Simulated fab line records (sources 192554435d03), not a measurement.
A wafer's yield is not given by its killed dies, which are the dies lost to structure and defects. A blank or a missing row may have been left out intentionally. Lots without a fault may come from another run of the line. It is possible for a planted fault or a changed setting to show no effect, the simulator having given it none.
Matching of chambers / flow n5-finfet / N5_BEOL_M7_CURE_75 on uv-cure-03: 3 sister chambers
The step cures SiCOH lowk, time 120 s. 22 wafers are shown with their chamber, then 11 later ones without.

EACH WAFER AND ITS CHAMBER
wafer=L077.1; chamber=2; wafer_temp_C_max=371.4; lamp-power-pct (%)=52.26
wafer=L077.3; chamber=2; wafer_temp_C_max=371.6; lamp-power-pct (%)=52.33
wafer=L077.5; chamber=2; wafer_temp_C_max=371.2; lamp-power-pct (%)=52.42
wafer=L078.4; chamber=1; wafer_temp_C_max=371.4; lamp-power-pct (%)=52.32
wafer=L078.5; chamber=1; wafer_temp_C_max=371.2; lamp-power-pct (%)=52.28
wafer=L078.6; chamber=1; wafer_temp_C_max=370.9; lamp-power-pct (%)=52.29
wafer=L079.2; chamber=2; wafer_temp_C_max=371.3; lamp-power-pct (%)=52.35
wafer=L079.3; chamber=2; wafer_temp_C_max=371.8; lamp-power-pct (%)=52.28
wafer=L079.6; chamber=2; wafer_temp_C_max=371.9; lamp-power-pct (%)=52.22
wafer=L080.2; chamber=2; wafer_temp_C_max=372.1; lamp-power-pct (%)=52.44
wafer=L080.3; chamber=2; wafer_temp_C_max=371.3; lamp-power-pct (%)=52.38
wafer=L080.5; chamber=2; wafer_temp_C_max=372.1; lamp-power-pct (%)=52.34
wafer=L083.1; chamber=0; wafer_temp_C_max=371.3; lamp-power-pct (%)=52.25
wafer=L083.3; chamber=0; wafer_temp_C_max=371.5; lamp-power-pct (%)=52.34
wafer=L083.4; chamber=0; wafer_temp_C_max=371.8; lamp-power-pct (%)=52.27
wafer=L084.2; chamber=2; wafer_temp_C_max=371.4; lamp-power-pct (%)=52.27
wafer=L084.5; chamber=2; wafer_temp_C_max=371.6; lamp-power-pct (%)=52.33
wafer=L084.6; chamber=2; wafer_temp_C_max=371.8; lamp-power-pct (%)=52.22
wafer=L085.3; chamber=2; wafer_temp_C_max=371.5; lamp-power-pct (%)=52.30
wafer=L085.4; chamber=2; wafer_temp_C_max=371.4; lamp-power-pct (%)=52.35
wafer=L085.6; chamber=2; wafer_temp_C_max=372.5; lamp-power-pct (%)=52.31
wafer=L086.2; chamber=1; wafer_temp_C_max=371.0; lamp-power-pct (%)=52.25

SIGNATURES, as means of the wafers listed above
reading=wafer_temp_C_max; chamber 0=371.533; chamber 1=371.125; chamber 2=371.660; scatter within a chamber=0.338
reading=lamp-power-pct; chamber 0=52.2867; chamber 1=52.2850; chamber 2=52.3200; scatter within a chamber=0.0587
Rule: distance of a wafer from a chamber = root of the sum over the readings of ((wafer's reading minus chamber's mean) / reading's scatter) squared. If the next closest chamber is less than 2 further off than the closest, the wafer can't be placed; otherwise it belongs to the closest. The scatter: take each reading less its chamber's mean, square it, sum over the shown wafers, divide by the number of wafers less the number of chambers, and take the root.

WAFERS WHOSE CHAMBER IS MISSING
wafer=L086.4; wafer_temp_C_max=371.2; lamp-power-pct (%)=52.22
wafer=L086.5; wafer_temp_C_max=370.9; lamp-power-pct (%)=52.42
wafer=L090.1; wafer_temp_C_max=371.6; lamp-power-pct (%)=52.34
wafer=L090.2; wafer_temp_C_max=371.5; lamp-power-pct (%)=52.37
wafer=L090.6; wafer_temp_C_max=371.3; lamp-power-pct (%)=52.30
wafer=L092.1; wafer_temp_C_max=371.3; lamp-power-pct (%)=52.29
wafer=L092.4; wafer_temp_C_max=372.0; lamp-power-pct (%)=52.30
wafer=L092.5; wafer_temp_C_max=371.9; lamp-power-pct (%)=52.26
wafer=L092.2; wafer_temp_C_max=371.6; lamp-power-pct (%)=52.37
wafer=L092.3; wafer_temp_C_max=371.5; lamp-power-pct (%)=52.44
wafer=L092.6; wafer_temp_C_max=371.3; lamp-power-pct (%)=52.34

WHICH CHAMBER EACH WENT THROUGH
wafer=L086.4; from the rows above=can't be placed: 1 or 0 or 2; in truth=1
wafer=L086.5; from the rows above=can't be placed: 1 or 2 or 0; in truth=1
wafer=L090.1; from the rows above=can't be placed: 2 or 0 or 1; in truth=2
wafer=L090.2; from the rows above=can't be placed: 2 or 0 or 1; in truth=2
wafer=L090.6; from the rows above=can't be placed: 1 or 0 or 2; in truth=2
wafer=L092.1; from the rows above=can't be placed: 1 or 0 or 2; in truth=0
wafer=L092.4; from the rows above=can't be placed: 2 or 0 or 1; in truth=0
wafer=L092.5; from the rows above=can't be placed: 0 or 2 or 1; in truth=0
wafer=L092.2; from the rows above=can't be placed: 2 or 0 or 1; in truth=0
wafer=L092.3; from the rows above=can't be placed: 2 or 0 or 1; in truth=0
wafer=L092.6; from the rows above=can't be placed: 1 or 2 or 0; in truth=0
Correct placement for 0 of the 11. From these rows, 11 cannot be placed; in 11 the true chamber is one of the candidates. Placed wrongly: 0.
